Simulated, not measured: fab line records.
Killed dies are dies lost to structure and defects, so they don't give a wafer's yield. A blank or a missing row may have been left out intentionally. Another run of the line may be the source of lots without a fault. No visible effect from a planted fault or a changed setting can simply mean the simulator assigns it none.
fab line records + flow nand-harc
record
- lots=4
- wafers=12
- last-day=27
route steps=1159 shown P_M0@266 P_M1@285 END@1159
lots untouched by any fault: they come from a run of this same line in which no faults occurred
start-h: hours from the record's opening day to when the first of the lot's shown wafers began + wait-h: hours since the lot's step before + " identical to the entry in the row above + L1.1+2: several wafers, shown together as one row + - either no value or no given start + * or withheld: withheld + < > ~ a bound
route shown NAME@n: NAME is a module with steps in the file, n the number in the route of the first one + usual: mean/standard deviation taken from wafers without a fault + same: alike in all rows + chamber/n: place in a boat + sites: the reading at each site + _std_site: how widely they spread, as a standard deviation + _edge_site: the outer-site mean with the inner-site mean subtracted + radius-mm: for every site, how far away it sits from the centre of the wafer + mask NAME#n: copy n + behind: the last tool/chamber to shape the wafer + hold: the reason the lot was held/the length of the hold in hours/how it ended + device: whichever transistor did not switch (one of n, p or np) + end of line: the same wafers' tests at the end of the route + a step with no rows: only its recipe + killed: count of dies lost to structure and defects at first sort (not the wafer's yield) + map: shows each die of a wafer: x if killed, . if not, _ if none is there
set.NAME: the run value of the setting; set.NAME@STEP: its run value at that earlier step + model.NAME: the simulator's own value behind a step, which no gauge read
lots seen at some steps along the route; tables by step, rows by wafer
services: a tool's chamber out of use, with start hour (start-h, from the record's first day; less than 0 if before it), hours out, and reason
## steps
# step NHARC_P_M0_DESCUM_14
# recipe
- time-s=3
- o2-flow-sccm=200
- ar-flow-sccm=0
- bias-power-w=0
- chemistry=O2
# step NHARC_P_M0_ETCH_34
# recipe
- target-depth-a=400
- overetch-a=120
- time-s=43.94
- ion-energy-ev=200
- n2-flow-sccm=150
- h2-flow-sccm=150
- ar-flow-sccm=0
- rf-w=400
- bias-w=150
- chemistry=N2/H2
# step NHARC_P_M0_ETCH_15
# recipe
- target-depth-a=1500
- overetch-a=150
- time-s=82.5
- c4f8-flow-sccm=withheld
- ar-flow-sccm=400
- rf-w=600
- bias-w=300
- chemistry=C4F8/Ar
# step NHARC_P_M0_STRIP_18
# recipe
- power-w=1000
- n2-flow-sccm=150
- h2-flow-sccm=150
- ar-flow-sccm=0
- bias-w=0
- chemistry=N2/H2
# step NHARC_P_M0_STRIP_19
# recipe
- time-s=600
- temp-c=30
- chemistry=post-etch-residue-remover
# step NHARC_P_M0_DEGAS_28
# recipe
- temp-c=250
- time-s=60
# step NHARC_P_M0_PRE_CLEAN_29
# recipe
- time-s=30
- temp-c=280
- gas=H2/He
# step NHARC_P_M0_PVD_20
# recipe
- target-thk-a=50
- bias-v=168.6
- power-w=15000
- chamber-pressure-pa=0.12
- time-s=8.06
- substrate-temp-c=50
- material=TaN
# step NHARC_P_M0_PVD_21
# recipe
- target-thk-a=300
- chamber-pressure-pa=5
- power-w=5000
- substrate-temp-c=30
- time-s=20.49
- material=Cu
# usual
- throttle-valve-pct=29.9/0.92
| lot.wafer | tool           | chamber | start-h | wait-h | throttle-valve-pct |
|-----------|----------------|---------|---------|--------|--------------------|
| L294.2    | pvd-sputter-02 | -       | 130.51  | -      | 30.7               |
| L294.6    | "              | -       | "       | "      | 30.0               |
| L294.5    | "              | -       | "       | "      | 29.3               |
| L300.3    | pvd-sputter-02 | -       | 160.68  | -      | 30.5               |
| L300.1    | "              | -       | "       | "      | 30.1               |
| L300.5    | "              | -       | "       | "      | 29.0               |
| L312.2    | pvd-sputter-02 | -       | 234.49  | -      | 29.7               |
| L312.4    | "              | -       | "       | "      | 29.3               |
| L312.3    | "              | -       | "       | "      | 30.4               |
| L313.4    | pvd-sputter-02 | -       | 244.04  | -      | 30.1               |
| L313.3    | "              | -       | "       | "      | 29.0               |
| L313.5    | "              | -       | "       | "      | 30.3               |
# step NHARC_P_M0_ECD_22
# recipe
- target-thk-a=4000
- bath-temp-c=25
- material=Cu
# step NHARC_P_M0_ANNEAL_30
# recipe
- temp-c=225
- time-s=90
# step NHARC_P_M0_CMP_23
# recipe
- t-overpolish-s=20
- target-thk-nm=117.53
# step NHARC_P_M0_SRD_25
# step NHARC_P_M0_PRE_CLEAN_31
# recipe
- time-s=12
- temp-c=370
- rf-power-w=300
- gas=NH3
# step NHARC_P_M0_DEP_32
# recipe
- target-thk-a=300
- temp-c=370
- target-thk-nm=30
- pressure-torr=3
- flow-sccm=200
- rf-w=450
- material=SiCN
# step NHARC_P_M1_DEP_00
# recipe
- target-thk-a=1825
- target-thk-nm=182.5
- temp-c=withheld
- pressure-torr=5
- flow-sccm=200
- rf-w=600
- material=SiOC
# step NHARC_P_M1_DEHYDRATE_01
# recipe
- temp-c=150
- time-s=120
# step NHARC_P_M1_HMDS_02
# recipe
- time-s=30
# step NHARC_P_M1_COAT_34
# recipe
- temp-c=200
- time-s=65
# step NHARC_P_M1_COAT_03
# recipe
- spin-rpm=1500
- resist-thk-nm=90
# step NHARC_P_M1_SOFTBAKE_04
# recipe
- temp-c=105
- time-s=55
# step NHARC_P_M1_EBR_05
# step NHARC_P_M1_EXPOSE_06
# recipe
- na=1.35
- target-cd-nm=130
- dose-mj=81.88
- mask-id=P_M1
# step NHARC_P_M1_PEB_07
# recipe
- peb-temp-c=100
- peb-time-s=65
# step NHARC_P_M1_DEVELOP_08
# recipe
- develop-time-s=35
- dev-temp-c=23
# step NHARC_P_M1_DESCUM_14
# recipe
- time-s=3
- o2-flow-sccm=200
- ar-flow-sccm=0
- bias-power-w=0
- chemistry=O2
# step NHARC_P_M1_ETCH_35
# recipe
- target-depth-a=400
- overetch-a=120
- time-s=43.94
- ion-energy-ev=200
- n2-flow-sccm=150
- h2-flow-sccm=150
- ar-flow-sccm=0
- rf-w=400
- bias-w=150
- chemistry=N2/H2
# step NHARC_P_M1_ETCH_15
# recipe
- target-depth-a=1825
- time-s=91.2
- c4f8-flow-sccm=withheld
- ar-flow-sccm=400
- rf-w=600
- bias-w=300
- chemistry=C4F8/Ar
# step NHARC_P_M1_STRIP_18
# recipe
- power-w=1000
- n2-flow-sccm=150
- h2-flow-sccm=150
- ar-flow-sccm=0
- bias-w=0
- chemistry=N2/H2
# step NHARC_P_M1_ETCH_28
# recipe
- target-depth-a=300
- over-etch-frac=0.3
- time-s=72.99
- ion-energy-ev=150
- cf4-flow-sccm=50
- n2-flow-sccm=100
- ar-flow-sccm=150
- rf-w=300
- bias-w=100
- chemistry=CF4/N2
# step NHARC_P_M1_STRIP_19
# recipe
- time-s=600
- temp-c=30
- chemistry=post-etch-residue-remover
# step NHARC_END_SORT_01
# recipe
- temp-c=25
# usual
- defect-limited-yield=95.4/1.6
- killed-at-array=28/11
- killed-at-other=0.9/1.2
- killed-at-periphery=2.6/2.1
- killed-dies=31/11
- killed-open=3.1/1.7
- killed-short=1.9/1.3
- sort_bin_2_pct=1.5/0.64
- sort_bin_3_pct=0.26/0.21
- sort_bin_4_pct=2.9/1.1
- sort-n-pass=646/11
- sort-rim-yield-pct=96.4/2.3
- sort-yield-pct=95.4/1.6
# same
- gross-dies=677
- sort_bin_5_pct[%]=0
- sort_bin_6_pct[%]=0
- sort_bin_7_pct[%]=0
- sort_bin_8_pct[%]=0
- sort-rim-n-gross=106.00
| lot.wafer | tool      | chamber | start-h | wait-h | hold                     | defect-limited-yield[%] | killed-at-array | killed-at-other | killed-at-periphery | killed-dies | killed-open | killed-short | sort_bin_2_pct[%] | sort_bin_3_pct[%] | sort_bin_4_pct[%] | sort-n-pass | sort-rim-yield-pct[%] | sort-yield-pct[%] |
|-----------|-----------|---------|---------|--------|--------------------------|-------------------------|-----------------|-----------------|---------------------|-------------|-------------|--------------|-------------------|-------------------|-------------------|-------------|-----------------------|-------------------|
| L294.2    | prober-02 | 0       | 485.04  | 2.8    | -                        | 96.2                    | 23              | 2               | 1                   | 26          | 3           | 3            | 1.3               | 0                 | 2.5               | 651         | 95.3                  | 96.2              |
| L294.5    | prober-02 | 0       | 487.44  | 3.7    | -                        | 98.2                    | 9               | 1               | 2                   | 12          | 1           | 2            | 0.3               | 0.30              | 1.2               | 665         | 95.3                  | 98.2              |
| L294.6    | prober-02 | 0       | 488.24  | 4.0    | -                        | 97.5                    | 16              | 1               | 0                   | 17          | 1           | 2            | 0.4               | 0.15              | 1.9               | 660         | 95.3                  | 97.5              |
| L300.1    | prober-01 | 0       | 564.63  | 2.5    | -                        | 94.4                    | 33              | 1               | 4                   | 38          | 3           | 3            | 1.9               | 0.59              | 3.1               | 639         | 98.1                  | 94.4              |
| L300.3    | prober-01 | 0       | 566.23  | 3.1    | -                        | 95.1                    | 32              | 0               | 1                   | 33          | 3           | 1            | 1.6               | 0.30              | 3.0               | 644         | 98.1                  | 95.1              |
| L300.5    | prober-01 | 0       | 567.83  | 3.7    | -                        | 95.0                    | 33              | 1               | 0                   | 34          | 6           | 4            | 1.8               | 0                 | 3.2               | 643         | 97.2                  | 95.0              |
| L312.2    | prober-02 | 0       | 622.48  | 2.8    | await-dispo/3.0h/release | 96.5                    | 18              | 0               | 6                   | 24          | 3           | 0            | 1.2               | 0.15              | 2.2               | 653         | 95.3                  | 96.5              |
| L312.3    | prober-02 | 0       | 623.28  | 3.1    | await-dispo/3.0h/release | 0                       | 14              | 0               | 663                 | 677         | 4           | 2            | 97.6              | 0                 | 2.4               | 0           | 0                     | 0                 |
| L312.4    | prober-02 | 0       | 624.08  | 3.4    | await-dispo/3.0h/release | 96.8                    | 19              | 0               | 3                   | 22          | 2           | 0            | 1.2               | 0                 | 2.1               | 655         | 95.3                  | 96.8              |
| L313.3    | prober-02 | 0       | 646.53  | 3.1    | await-dispo/2.4h/release | 0                       | 36              | 0               | 641                 | 677         | 4           | 3            | 96.2              | 0                 | 3.8               | 0           | 0                     | 0                 |
| L313.4    | prober-02 | 0       | 647.33  | 3.4    | await-dispo/2.4h/release | 94.5                    | 35              | 1               | 1                   | 37          | 3           | 2            | 2.1               | 0.44              | 3.0               | 640         | 94.3                  | 94.5              |
| L313.5    | prober-02 | 0       | 648.13  | 3.7    | await-dispo/2.4h/release | 0                       | 29              | 4               | 644                 | 677         | 7           | 3            | 96.9              | 0.74              | 2.4               | 0           | 0                     | 0                 |
# killed by level:class
L294.2 A_SLIT:chamber-film-flake=5 A_CHANNEL_HOLE_D1:chamber-film-flake=3 A_STAIRCASE:chamber-film-flake=3 A_BLC:chamber-film-flake=3 A_WL_FILL:chamber-film-flake=2 A_CONTACT:chamber-film-flake=2 A_ONON_D1:geometric-particle:open=1 A_ONON_D1:geometric-particle:short=1
L294.5 A_CHANNEL_HOLE_D1:chamber-film-flake=2 A_CONTACT:chamber-film-flake=2 A_ONON_D1:geometric-particle:short=1 A_WL_FILL:geometric-particle:short=1 A_M0:geometric-particle:open=1 A_WL_FILL:chamber-film-flake=1 P_GATE:chamber-film-flake=1 P_BONDPAD:chamber-film-flake=1
L294.6 A_SLIT:chamber-film-flake=4 A_STAIRCASE:chamber-film-flake=3 A_CONTACT:chamber-film-flake=3 A_WL_FILL:chamber-film-flake=2 A_ONON_D1:geometric-particle:short=1 A_CHANNEL_HOLE_D1:geometric-particle:short=1 A_CONTACT:geometric-particle:open=1 A_CHANNEL_HOLE_D1:chamber-film-flake=1
L300.1 A_CHANNEL_HOLE_D1:chamber-film-flake=18 A_CONTACT:chamber-film-flake=6 A_CHANNEL_FILL_D1:chamber-film-flake=3 A_CHANNEL_FILL_D1:geometric-particle:short=2 P_M1:chamber-film-flake=2 P_M0:geometric-particle:open=1 A_ONON_D1:geometric-particle:short=1 A_ONON_D1:geometric-particle:open=1
L300.3 A_CHANNEL_HOLE_D1:chamber-film-flake=17 A_CONTACT:chamber-film-flake=8 A_CONTACT:geometric-particle:open=2 A_STAIRCASE:chamber-film-flake=2 P_CONTACT:geometric-particle:open=1 A_CHANNEL_HOLE_D1:geometric-particle:short=1 A_ZERO_WELL:chamber-film-flake=1 A_CHANNEL_FILL_D1:chamber-film-flake=1
L300.5 A_CHANNEL_HOLE_D1:chamber-film-flake=18 A_CONTACT:geometric-particle:open=3 A_CONTACT:chamber-film-flake=3 A_ONON_D1:geometric-particle:open=2 A_CHANNEL_HOLE_D1:geometric-particle:open=1 A_CHANNEL_FILL_D1:geometric-particle:short=1 A_WL_FILL:geometric-particle:short=1 A_CONTACT:geometric-particle:short=1
L312.2 A_CHANNEL_HOLE_D1:chamber-film-flake=5 A_STAIRCASE:chamber-film-flake=5 A_CONTACT:chamber-film-flake=5 P_GATE:chamber-film-flake=3 P_M1:chamber-film-flake=2 P_M1:geometric-particle:open=1 A_BLC:geometric-particle:open=1 A_M0:geometric-particle:open=1
L312.3 P_M0:area-pvd=655 A_STAIRCASE:chamber-film-flake=6 A_CHANNEL_HOLE_D1:chamber-film-flake=4 P_CONTACT:geometric-particle:open=3 P_M1:chamber-film-flake=3 P_GATE:geometric-particle:open=1 P_M0:geometric-particle:short=1 A_WL_FILL:geometric-particle:short=1
L312.4 A_STAIRCASE:chamber-film-flake=9 A_CHANNEL_HOLE_D1:chamber-film-flake=5 A_CONTACT:chamber-film-flake=4 P_M1:chamber-film-flake=2 P_GATE:geometric-particle:open=1 A_CONTACT:geometric-particle:open=1
L313.3 P_M0:area-pvd=639 A_SLIT:chamber-film-flake=15 A_CONTACT:chamber-film-flake=5 A_CHANNEL_HOLE_D1:chamber-film-flake=4 A_STAIRCASE:chamber-film-flake=4 A_WL_FILL:chamber-film-flake=2 P_M0:geometric-particle:open=1 A_CHANNEL_FILL_D1:geometric-particle:short=1
L313.4 A_SLIT:chamber-film-flake=15 A_CHANNEL_HOLE_D1:chamber-film-flake=10 A_STAIRCASE:chamber-film-flake=3 A_WL_FILL:chamber-film-flake=2 P_M0:geometric-particle:open=1 A_ONON_D1:geometric-particle:short=1 A_ONON_D1:geometric-particle:open=1 A_WL_FILL:geometric-particle:short=1
L313.5 P_M0:area-pvd=639 A_SLIT:chamber-film-flake=17 A_CHANNEL_HOLE_D1:chamber-film-flake=4 THIN_TSV:chamber-film-flake=4 P_M0:geometric-particle:short=3 A_M0:geometric-particle:open=2 A_STAIRCASE:chamber-film-flake=2 P_CONTACT:geometric-particle:open=1
# map L312.3 (x killed, . not)
____________x____________
_________xxxxxxx_________
_______xxxxxxxxxxx_______
______xxxxxxxxxxxxx______
_____xxxxxxxxxxxxxxx_____
____xxxxxxxxxxxxxxxxx____
____xxxxxxxxxxxxxxxxx____
___xxxxxxxxxxxxxxxxxxx___
___xxxxxxxxxxxxxxxxxxx___
__xxxxxxxxxxxxxxxxxxxxx__
__xxxxxxxxxxxxxxxxxxxxx__
_xxxxxxxxxxxxxxxxxxxxxxx_
_xxxxxxxxxxxxxxxxxxxxxxx_
_xxxxxxxxxxxxxxxxxxxxxxx_
_xxxxxxxxxxxxxxxxxxxxxxx_
_xxxxxxxxxxxxxxxxxxxxxxx_
xxxxxxxxxxxxxxxxxxxxxxxxx
xxxxxxxxxxxxxxxxxxxxxxxxx
xxxxxxxxxxxxxxxxxxxxxxxxx
xxxxxxxxxxxxxxxxxxxxxxxxx
xxxxxxxxxxxxxxxxxxxxxxxxx
_xxxxxxxxxxxxxxxxxxxxxxx_
_xxxxxxxxxxxxxxxxxxxxxxx_
_xxxxxxxxxxxxxxxxxxxxxxx_
_xxxxxxxxxxxxxxxxxxxxxxx_
_xxxxxxxxxxxxxxxxxxxxxxx_
__xxxxxxxxxxxxxxxxxxxxx__
__xxxxxxxxxxxxxxxxxxxxx__
___xxxxxxxxxxxxxxxxxxx___
___xxxxxxxxxxxxxxxxxxx___
____xxxxxxxxxxxxxxxxx____
____xxxxxxxxxxxxxxxxx____
_____xxxxxxxxxxxxxxx_____
______xxxxxxxxxxxxx______
_______xxxxxxxxxxx_______
_________xxxxxxx_________
____________x____________
# map L313.3 (x killed, . not)
____________x____________
_________xxxxxxx_________
_______xxxxxxxxxxx_______
______xxxxxxxxxxxxx______
_____xxxxxxxxxxxxxxx_____
____xxxxxxxxxxxxxxxxx____
____xxxxxxxxxxxxxxxxx____
___xxxxxxxxxxxxxxxxxxx___
___xxxxxxxxxxxxxxxxxxx___
__xxxxxxxxxxxxxxxxxxxxx__
__xxxxxxxxxxxxxxxxxxxxx__
_xxxxxxxxxxxxxxxxxxxxxxx_
_xxxxxxxxxxxxxxxxxxxxxxx_
_xxxxxxxxxxxxxxxxxxxxxxx_
_xxxxxxxxxxxxxxxxxxxxxxx_
_xxxxxxxxxxxxxxxxxxxxxxx_
xxxxxxxxxxxxxxxxxxxxxxxxx
xxxxxxxxxxxxxxxxxxxxxxxxx
xxxxxxxxxxxxxxxxxxxxxxxxx
xxxxxxxxxxxxxxxxxxxxxxxxx
xxxxxxxxxxxxxxxxxxxxxxxxx
_xxxxxxxxxxxxxxxxxxxxxxx_
_xxxxxxxxxxxxxxxxxxxxxxx_
_xxxxxxxxxxxxxxxxxxxxxxx_
_xxxxxxxxxxxxxxxxxxxxxxx_
_xxxxxxxxxxxxxxxxxxxxxxx_
__xxxxxxxxxxxxxxxxxxxxx__
__xxxxxxxxxxxxxxxxxxxxx__
___xxxxxxxxxxxxxxxxxxx___
___xxxxxxxxxxxxxxxxxxx___
____xxxxxxxxxxxxxxxxx____
____xxxxxxxxxxxxxxxxx____
_____xxxxxxxxxxxxxxx_____
______xxxxxxxxxxxxx______
_______xxxxxxxxxxx_______
_________xxxxxxx_________
____________x____________
## services
| tool           | chamber | start-h | hours | kind   |
|----------------|---------|---------|-------|--------|
| pvd-sputter-02 | -       | 140.30  | 20.0  | repair |
| pvd-sputter-02 | -       | 214.00  | 10.0  | pm     |
## key
first-sign
- step=NHARC_END_SORT_01
- reading=killed-at-periphery
- direction=up
- sigmas=99+
- usual=2.6
- struck=649.3
effect
- step=NHARC_END_SORT_01
- reading=sort_bin_2_pct
- direction=up
- sigmas=99+
- usual=1.5
- struck=96.9
more-kills-born-at
- NHARC_P_M0_PVD_21@pvd-sputter-02=1933
met-at NHARC_P_M0_PVD_21
struck-wafers L312.3,L313.3,L313.5
later-rows-left-out L312.3,L313.3,L313.5
onset-between 160.68 234.49
fault
- kind=process-parameter-drift
- tool=pvd-sputter-02
- chamber=-
- onset-h=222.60
- steps=NHARC_P_M0_PVD_21
- channel=target-thk-a
- offset=*
- shape=step
- end-h=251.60
- scope=struck-wafers-only
- acts-in=*
- stated=*
# later-rows-left-out: the simulator's readings of these wafers behind a module that went badly wrong aren't trusted and aren't shown, but for the sort
